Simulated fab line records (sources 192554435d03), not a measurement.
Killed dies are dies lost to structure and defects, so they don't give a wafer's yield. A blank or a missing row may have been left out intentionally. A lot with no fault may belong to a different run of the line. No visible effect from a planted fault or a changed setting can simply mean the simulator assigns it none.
Split-lot study / flow n5-finfet / route with 1938 steps; 7 lots, 21 wafers read

SPLIT DETAILS
At N5_BEOL_M6_ETCH_62 (etches SOC in N2/H2, target depth 110 nm, overetch 22 nm, time 165 s), the setting time-s was moved away from the recipe's 165 s on 4 of the 21 wafers read, by -21.7% to +15.0%. The other wafers ran this setting at the recipe's value.

Reading taken at the split's own step.

THE READING
SiARC_of_BEOL_M6_COAT_60.thk-nm (the simulator's own value, which no gauge read), in nm, at N5_BEOL_M6_ETCH_62 (etches SOC in N2/H2, target depth 110 nm, overetch 22 nm, time 165 s). No usual value for it is given in the file. The 17 wafers here that ran the recipe average 28.4 nm, standard deviation 0.17 nm.

wafer=L075.1; tool, chamber at the split=rie-diel-05, 2,1; time-s as run, s=165; against the recipe=recipe; SiARC_of_BEOL_M6_COAT_60.thk-nm, nm=28.4; against lot-mates on the recipe=-
wafer=L075.6; tool, chamber at the split=rie-diel-05, 2,1; time-s as run, s=165; against the recipe=recipe; SiARC_of_BEOL_M6_COAT_60.thk-nm, nm=28.4; against lot-mates on the recipe=-
wafer=L075.3; tool, chamber at the split=rie-diel-05, 1; time-s as run, s=152.5; against the recipe=-7.6%; SiARC_of_BEOL_M6_COAT_60.thk-nm, nm=28.8; against lot-mates on the recipe=+0.4
wafer=L080.2; tool, chamber at the split=rie-diel-05, 0; time-s as run, s=165; against the recipe=recipe; SiARC_of_BEOL_M6_COAT_60.thk-nm, nm=28.4; against lot-mates on the recipe=-
wafer=L080.6; tool, chamber at the split=rie-diel-05, 0; time-s as run, s=165; against the recipe=recipe; SiARC_of_BEOL_M6_COAT_60.thk-nm, nm=28.4; against lot-mates on the recipe=-
wafer=L080.4; tool, chamber at the split=rie-diel-05, 1; time-s as run, s=165; against the recipe=recipe; SiARC_of_BEOL_M6_COAT_60.thk-nm, nm=28.2; against lot-mates on the recipe=-
wafer=L082.2; tool, chamber at the split=rie-diel-01, 1; time-s as run, s=165; against the recipe=recipe; SiARC_of_BEOL_M6_COAT_60.thk-nm, nm=28.2; against lot-mates on the recipe=-
wafer=L082.6; tool, chamber at the split=rie-diel-01, 1; time-s as run, s=165; against the recipe=recipe; SiARC_of_BEOL_M6_COAT_60.thk-nm, nm=28.2; against lot-mates on the recipe=-
wafer=L082.4; tool, chamber at the split=rie-diel-01, 2; time-s as run, s=165; against the recipe=recipe; SiARC_of_BEOL_M6_COAT_60.thk-nm, nm=28.4; against lot-mates on the recipe=-
wafer=L091.3; tool, chamber at the split=rie-diel-01, 1; time-s as run, s=165; against the recipe=recipe; SiARC_of_BEOL_M6_COAT_60.thk-nm, nm=28.4; against lot-mates on the recipe=-
wafer=L091.4; tool, chamber at the split=rie-diel-01, 2; time-s as run, s=189.7; against the recipe=+15.0%; SiARC_of_BEOL_M6_COAT_60.thk-nm, nm=27.6; against lot-mates on the recipe=-0.8
wafer=L091.5; tool, chamber at the split=rie-diel-01, 2; time-s as run, s=189.7; against the recipe=+15.0%; SiARC_of_BEOL_M6_COAT_60.thk-nm, nm=27.6; against lot-mates on the recipe=-0.8
wafer=L097.1; tool, chamber at the split=rie-diel-03, 2; time-s as run, s=165; against the recipe=recipe; SiARC_of_BEOL_M6_COAT_60.thk-nm, nm=28.2; against lot-mates on the recipe=-
wafer=L097.3; tool, chamber at the split=rie-diel-03, 0; time-s as run, s=165; against the recipe=recipe; SiARC_of_BEOL_M6_COAT_60.thk-nm, nm=28.6; against lot-mates on the recipe=-
wafer=L097.6; tool, chamber at the split=rie-diel-03, 1; time-s as run, s=165; against the recipe=recipe; SiARC_of_BEOL_M6_COAT_60.thk-nm, nm=28.8; against lot-mates on the recipe=-
wafer=L094.2; tool, chamber at the split=rie-diel-05, 1; time-s as run, s=165; against the recipe=recipe; SiARC_of_BEOL_M6_COAT_60.thk-nm, nm=28.2; against lot-mates on the recipe=-
wafer=L094.4; tool, chamber at the split=rie-diel-05, 1; time-s as run, s=165; against the recipe=recipe; SiARC_of_BEOL_M6_COAT_60.thk-nm, nm=28.2; against lot-mates on the recipe=-
wafer=L094.3; tool, chamber at the split=rie-diel-05, 2; time-s as run, s=129.2; against the recipe=-21.7%; SiARC_of_BEOL_M6_COAT_60.thk-nm, nm=29.6; against lot-mates on the recipe=+1.4
wafer=L096.1; tool, chamber at the split=rie-diel-01, 2; time-s as run, s=165; against the recipe=recipe; SiARC_of_BEOL_M6_COAT_60.thk-nm, nm=28.6; against lot-mates on the recipe=-
wafer=L096.2; tool, chamber at the split=rie-diel-01, 1; time-s as run, s=165; against the recipe=recipe; SiARC_of_BEOL_M6_COAT_60.thk-nm, nm=28.2; against lot-mates on the recipe=-
wafer=L096.3; tool, chamber at the split=rie-diel-01, 0; time-s as run, s=165; against the recipe=recipe; SiARC_of_BEOL_M6_COAT_60.thk-nm, nm=28.4; against lot-mates on the recipe=-
The file does not say which wafer passed through which chamber wherever a row lists several chambers: such a row stands for several wafers.

FIT RESULTS
A straight line over all 21 wafers: SiARC_of_BEOL_M6_COAT_60.thk-nm changes by -0.0543 nm for each +1% of time-s; r = -0.92; the points scatter about the line by 0.16 nm.
The same after taking each lot's own level away (the mean of its wafers on the recipe; 21 wafers): -0.0588 nm for each +1%; r = -0.95; scatter 0.14 nm.
The reading moves by 1.3 nm for the largest change in time-s, on that fit.
Measured against the standard deviation above, the lots' own levels, which go from 28.20 to 28.53 nm, span 1.9 times it.
Hence the lot-to-lot level has little effect on the slope; both slopes agree.
Check: with one of the wafers moved furthest among these (-21.7%) left out of the fit, the line predicts +1.16 nm for it against its lot-mates. Against them it came out at +1.4 nm.

FURTHER SPLITS ON THESE WAFERS
Note: prior to the reading, these wafers also went through further splits. Each is held against what the fit with the lots' levels taken away leaves over:
other split on the same wafers=N5_BEOL_M5_ETCH_41 source-w; wafers away from the commonest value=6; r with SiARC_of_BEOL_M6_COAT_60.thk-nm (lot level and that fit taken away)=-0.19

FILE'S OWN FIT
SiARC_of_BEOL_M6_COAT_60.thk-nm changes by -0.0603 nm for each +1% of time-s, r = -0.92.
